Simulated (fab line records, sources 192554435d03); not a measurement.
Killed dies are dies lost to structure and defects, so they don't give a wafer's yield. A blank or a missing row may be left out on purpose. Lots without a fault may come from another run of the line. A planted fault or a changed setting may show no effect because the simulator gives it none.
fab line records | flow n5_finfet
record lots=10 wafers=30 last_day=18
route steps=1938 shown BEOL_M12@1617 BEOL_M13@1659
lots that met no fault: from a run of the same line without faults
start_h: hours from the record's first day to the start of the lot's first wafer shown | wait_h: hours since the lot's step before | " the same as in the row above | L1.1+2: a row that stands for several wafers | - no value, or no start given | * or withheld: withheld | < > ~ a bound
route shown NAME@n: a module of which the file shows steps, and the number in the route of the first | usual: mean/standard deviation of fault-free wafers | same: alike in all rows | chamber/n: place in a boat | sites: the reading at each site | _std_site: their standard deviation | _edge_site: outer sites' mean less inner sites' | radius_mm: how far each site lies from the wafer's centre | mask NAME#n: copy n | behind: the tool/chamber that last shaped the wafer | hold: why the lot was held/for how many hours/how that ended | device: the transistor (n, p or np) that didn't switch | end of line: the same wafers' tests at the end of the route | a step without rows: its recipe alone | killed: dies lost to structure and defects at the first sort, not the wafer's yield | map: a wafer's dies, x killed, . not, _ none there
set.NAME: the setting as run; set.NAME@STEP: as run at that earlier step | model.NAME: the simulator's own value behind a step, which no gauge read
steps of the route over a sample of lots; a table a step, a row a wafer
services: from which hour (start_h, from the record's first day; less than 0 if before it) a tool's chamber was out of use, for how many hours, and why
## steps
# step N5_BEOL_M12_VIA_ETCH_16
# recipe chemistry=C4F8/O2/Ar target=SiOC pressure_mtorr=30 source_w=3000 bias_w=700 Ar_flow_sccm=400 C4F8_flow_sccm=15 O2_flow_sccm=8 he_inner_torr=15 he_outer_torr=30 target_depth_a=7248 time_s=withheld ion_energy_ev=250 ends=cleared
# usual drypump_motor_current_A=5.7/0.4 he_outer_torr=29.99/0.058 oes_product_au=0.75/0.061 rf_vpp_V=666.0/2.5 showerhead_plenum_p_Torr=3.44/0.092 throttle_valve_pct=24.22/0.22
# columns lot.wafer tool chamber start_h wait_h drypump_motor_current_A he_outer_torr oes_product_au rf_vpp_V showerhead_plenum_p_Torr throttle_valve_pct
L986.2 rie_diel-06 1 227.04 0.0 6.1 30.00 0.78 670.5 3.63 24.11
L986.3 " 0 " " 5.1 29.95 0.69 667.9 3.57 24.34
L986.6 " 3 " " 5.6 30.04 0.67 664.5 3.37 24.51
L989.2 rie_diel-03 3 239.66 0.0 5.7 29.97 0.82 663.7 3.33 23.76
L989.5 " 3 " " 5.8 29.97 0.84 664.7 3.33 23.76
L989.6 " 2 " " 5.3 29.95 0.77 666.4 3.47 24.26
L992.1 rie_diel-06 3 268.37 0.0 5.7 29.88 0.66 663.6 3.36 24.54
L992.3 " 2 " " 5.5 30.05 0.83 667.8 3.50 24.16
L992.4 " 0 " " 5.2 29.94 0.68 669.8 3.56 24.36
L994.2 rie_diel-01 0 278.02 0.0 6.7 29.96 0.79 668.1 3.48 24.02
L994.4 " 2 " " 5.3 29.92 0.82 663.0 3.36 24.13
L994.6 " 3 " " 5.4 29.87 0.88 663.8 3.36 24.06
L104.2 rie_diel-01 3 345.28 0.0 5.5 29.95 0.83 663.5 3.35 24.09
L104.4 " 1 " " 6.4 29.97 0.73 664.4 3.43 23.91
L104.6 " 3 " " 5.5 30.05 0.84 663.1 3.36 24.12
L105.2 rie_diel-03 1 356.20 0.0 6.0 30.12 0.71 661.3 3.34 24.43
L105.5 " 3 " " 5.7 30.05 0.78 662.7 3.31 23.82
L105.6 " 2 " " 5.3 30.02 0.73 666.3 3.45 24.33
L108.2 rie_diel-03 3 360.49 0.0 5.7 29.95 0.77 663.5 3.31 23.82
L108.3 " 1 " " 6.0 30.11 0.71 662.5 3.34 24.44
L108.4 " 0 " " 5.9 30.05 0.76 665.6 3.45 24.36
L106.1 rie_diel-06 1 366.56 0.0 6.0 29.97 0.72 670.1 3.61 24.16
L106.4 " 3 " " 5.7 30.08 0.65 665.1 3.35 24.59
L106.6 " 3 " " 5.6 30.07 0.64 664.4 3.35 24.58
L107.1 rie_diel-06 2 366.82 0.0 5.6 29.95 0.78 667.1 3.48 24.21
L107.3 " 0 " " 5.2 29.94 0.66 668.4 3.54 24.40
L107.4 " 1 " " 6.1 29.93 0.72 670.4 3.61 24.16
L109.1 rie_diel-03 2 386.16 0.0 5.4 29.97 0.71 666.9 3.44 24.32
L109.2 " 3 " " 5.7 29.95 0.75 662.8 3.30 23.83
L109.6 " 1 " " 6.0 30.01 0.70 662.1 3.33 24.45
# step N5_BEOL_M12_SPUTTER_45
# recipe material=Cu target_thk_a=800 temp_c=-20 bias_v=60 power_w=26000 chamber_pressure_pa=0.13 time_s=13.33
# usual throttle_valve_pct=29.9/0.91
# columns lot.wafer tool chamber start_h wait_h throttle_valve_pct
L986.2 pvd_sputter-01 - 232.62 0.0 29.5
L986.3 " - " " 30.5
L986.6 " - " " 29.8
L989.2 pvd_sputter-01 - 243.20 0.0 30.2
L989.5 " - " " 30.1
L989.6 " - " " 29.4
L992.1 pvd_sputter-02 - 270.95 0.0 29.6
L992.3 " - " " 28.6
L992.4 " - " " 29.4
L994.2 pvd_sputter-03 - 280.81 0.0 30.6
L994.4 " - " " 31.5
L994.6 " - " " 28.6
L104.2 pvd_sputter-01 - 349.05 0.0 29.5
L104.4 " - " " 30.2
L104.6 " - " " 30.3
L105.2 pvd_sputter-03 - 360.00 0.0 29.5
L105.5 " - " " 28.5
L105.6 " - " " 29.8
L108.2 pvd_sputter-03 - 363.42 0.0 28.4
L108.3 " - " " 31.8
L108.4 " - " " 29.7
L106.1 pvd_sputter-01 - 370.00 0.0 30.1
L106.4 " - " " 31.3
L106.6 " - " " 30.1
L107.1 pvd_sputter-02 - 374.11 0.0 29.4
L107.3 " - " " 28.6
L107.4 " - " " 29.0
L109.1 pvd_sputter-02 - 388.19 0.0 29.0
L109.2 " - " " 29.2
L109.6 " - " " 29.2
# step N5_BEOL_M13_ILD_DEP_00
# recipe material=SiOC target_thk_a=8379.2 temp_c=350 precursor=DEMS/O2 pressure_torr=5 rf_w=500 time_s=166.4
# usual heater_power_outer_w=237/47 heater_power_w=460/65 run_length_s=211.2/0.48 showerhead_plenum_p_Torr=5.695/0.018 throttle_valve_pct=11.7/0.56
# columns lot.wafer tool chamber start_h wait_h heater_power_outer_w heater_power_w run_length_s showerhead_plenum_p_Torr since_wet_clean_h throttle_valve_pct
L986.2 pecvd-01 1 233.68 0.0 195 403 211.6 5.676 2025 12.1
L986.3 " 0 " " 207 422 211.6 5.670 1300 12.3
L986.6 " 0 " " 227 448 211.7 5.679 - 12.0
L989.2 pecvd-01 1 244.27 0.0 165 363 211.9 5.697 2036 12.1
L989.5 " 1 " " 192 398 211.7 5.672 - 12.2
L989.6 " 0 " " 256 484 212.1 5.664 - 12.0
L992.1 pecvd-02 1 272.17 0.0 215 458 210.8 5.690 1520 12.6
L992.3 " 0 " " 288 534 205.7 5.717 - 11.6
L992.4 " 1 " " 250 478 211.4 5.686 - 12.3
L994.2 pecvd-02 2 281.85 0.0 283 501 206.0 5.729 38 11.0
L994.4 " 2 " " 213 397 211.0 5.727 - 11.1
L994.6 " 0 " " 296 538 211.4 5.688 - 11.5
L104.2 pecvd-02 2 350.36 0.0 276 476 210.8 5.731 106 11.2
L104.4 " 2 " " 293 488 211.4 5.711 - 11.5
L104.6 " 1 " " 202 410 211.2 5.695 - 12.7
L105.2 pecvd-04 2 361.22 0.0 336 575 210.5 5.680 492 10.9
L105.5 " 1 " " 189 387 211.1 5.688 - 11.7
L105.6 " 2 " " 250 483 210.1 5.691 - 11.1
L108.2 pecvd-04 2 364.90 0.0 302 562 210.0 5.685 496 11.1
L108.3 " 0 " " 222 436 211.2 5.700 1250 11.9
L108.4 " 0 " " 154 355 211.5 5.705 - 11.9
L106.1 pecvd-02 0 371.13 0.0 221 461 211.2 5.701 894 11.6
L106.4 " 2 " " 300 512 211.7 5.745 - 11.5
L106.6 " 0 " " 255 499 211.5 5.717 - 11.7
L107.1 pecvd-02 2 375.22 0.0 239 448 211.4 5.721 131 11.3
L107.3 " 0 " " 300 554 211.3 5.705 898 11.9
L107.4 " 0 " " 215 450 211.4 5.701 - 11.9
L109.1 pecvd-02 1 389.38 0.0 277 534 211.3 5.693 1637 12.6
L109.2 " 2 " " 280 486 210.7 5.729 145 11.8
L109.6 " 1 " " 201 433 211.0 5.691 - 12.6
# step N5_BEOL_M13_DESCUM_15
# recipe chemistry=O2 time_s=7.9 source_power_w=50 bias_power_w=20 pressure_mtorr=20 rf_frequency_hz=2.712e+07 temp_c=40 o2_flow_sccm=225
# usual drypump_motor_current_A=5.8/0.55 oes_product_au=0.85/0.084 rf_vpp_V=243.6/1.3 showerhead_plenum_p_Torr=2.12/0.07 throttle_valve_pct=20.34/0.23
# columns lot.wafer tool chamber start_h wait_h drypump_motor_current_A oes_product_au rf_hours_counter_h rf_vpp_V showerhead_plenum_p_Torr throttle_valve_pct
L986.2 rie_diel-02 3 234.22 0.0 6.5 0.77 171 242.9 2.08 20.52
L986.3 " 0 " " 5.0 1.00 8 246.4 2.22 20.07
L986.6 " 2 " " 6.7 0.82 - 243.9 2.10 20.67
L989.2 rie_diel-04 3 244.81 0.0 5.5 0.89 34 245.0 2.25 20.19
L989.5 " 0 " " 5.4 0.94 - 245.0 2.13 20.56
L989.6 " 3 " " 5.5 0.91 - 244.3 2.25 20.19
L992.1 rie_diel-02 1 272.89 0.0 6.2 0.88 26 242.9 2.04 20.29
L992.3 " 3 " " 6.5 0.75 183 242.1 2.07 20.49
L992.4 " 0 " " 5.1 0.96 19 245.0 2.22 20.09
L994.2 rie_diel-04 3 282.52 0.0 5.5 0.87 47 244.1 2.24 20.21
L994.4 " 0 " " 5.4 0.90 - 243.7 2.13 20.55
L994.6 " 3 " " 5.4 0.88 - 246.0 2.24 20.21
L104.2 rie_diel-04 3 351.03 0.0 5.5 0.85 68 245.7 2.24 20.26
L104.4 " 0 " " 5.4 0.88 41 242.9 2.12 20.59
L104.6 " 3 " " 5.5 0.86 - 244.7 2.24 20.27
L105.2 rie_diel-05 2 361.77 0.0 6.5 0.82 91 242.2 2.04 20.52
L105.5 " 2 " " 6.5 0.83 - 242.3 2.04 20.53
L105.6 " 0 " " 5.5 0.96 - 243.3 2.14 20.01
L108.2 rie_diel-04 1 365.72 0.3 5.3 0.88 34 243.5 2.12 19.96
L108.3 " 3 " " 5.5 0.85 72 245.1 2.23 20.25
L108.4 " 0 " " 5.4 0.88 45 243.3 2.12 20.60
L106.1 rie_diel-02 0 371.79 0.0 5.0 0.91 46 245.8 2.21 20.13
L106.4 " 2 " " 6.7 0.77 132 242.7 2.09 20.75
L106.6 " 0 " " 5.0 0.91 - 244.3 2.21 20.13
L107.1 rie_diel-04 2 376.22 0.4 5.7 0.92 23 242.5 2.14 20.09
L107.3 " 3 " " 5.5 0.85 74 244.8 2.23 20.26
L107.4 " 0 " " 5.4 0.86 47 243.9 2.12 20.59
L109.1 rie_diel-02 3 390.21 0.3 6.5 0.72 218 243.7 2.06 20.56
L109.2 " 1 " " 6.2 0.84 62 241.7 2.03 20.32
L109.6 " 0 " " 5.0 0.90 - 243.8 2.20 20.13
## services
# columns tool chamber start_h hours kind
pecvd-02 - 206.05 3.1 repair
pecvd-02 2 215.16 - clean
pecvd-02 2 215.16 - consumable_replace:showerhead
pecvd-02 2 215.16 29.0 scheduled_down
pecvd-02 2 215.16 29.0 vent_cycle
pecvd-02 - 217.20 2.8 pm
rie_diel-04 1 220.95 - clean
rie_diel-04 1 220.95 - consumable_replace:focus_ring
rie_diel-04 1 220.95 21.6 scheduled_down
rie_diel-03 - 221.21 0.3 repair
pecvd-02 1 235.00 3.7 repair
pecvd-04 1 265.09 6.4 repair
rie_diel-03 1 267.61 8.5 repair
pecvd-02 2 267.67 5.0 scheduled_down
rie_diel-01 - 282.13 15.6 pm
rie_diel-03 0 288.61 3.7 repair
pecvd-04 0 302.31 12.1 repair
pvd_sputter-01 - 310.44 9.1 repair
rie_diel-06 - 319.09 2.8 pm
rie_diel-02 0 324.30 6.3 repair
pvd_sputter-03 - 336.33 4.2 repair
pecvd-01 2 347.36 12.4 repair
rie_diel-06 3 347.85 6.3 repair
rie_diel-03 1 374.86 2.7 repair
## key
first_sign step=N5_BEOL_M13_ILD_DEP_00 reading=run_length_s direction=down sigmas=11 usual=* struck=*
effect none on later readings
met_at N5_BEOL_M13_ILD_DEP_00
struck_lots L992,L994
struck_wafers L992.3,L994.2
not_acting_at N5_BEOL_M12_VIA_ETCH_16,N5_BEOL_M12_SPUTTER_45,N5_BEOL_M13_DESCUM_15
fault kind=process_parameter_drift tool=pecvd-02 chamber=- onset_h=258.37 steps=N5_BEOL_M13_ILD_DEP_00 channel=time_s offset=* shape=step end_h=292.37 scope=struck_wafers_only acts_in=* stated=*
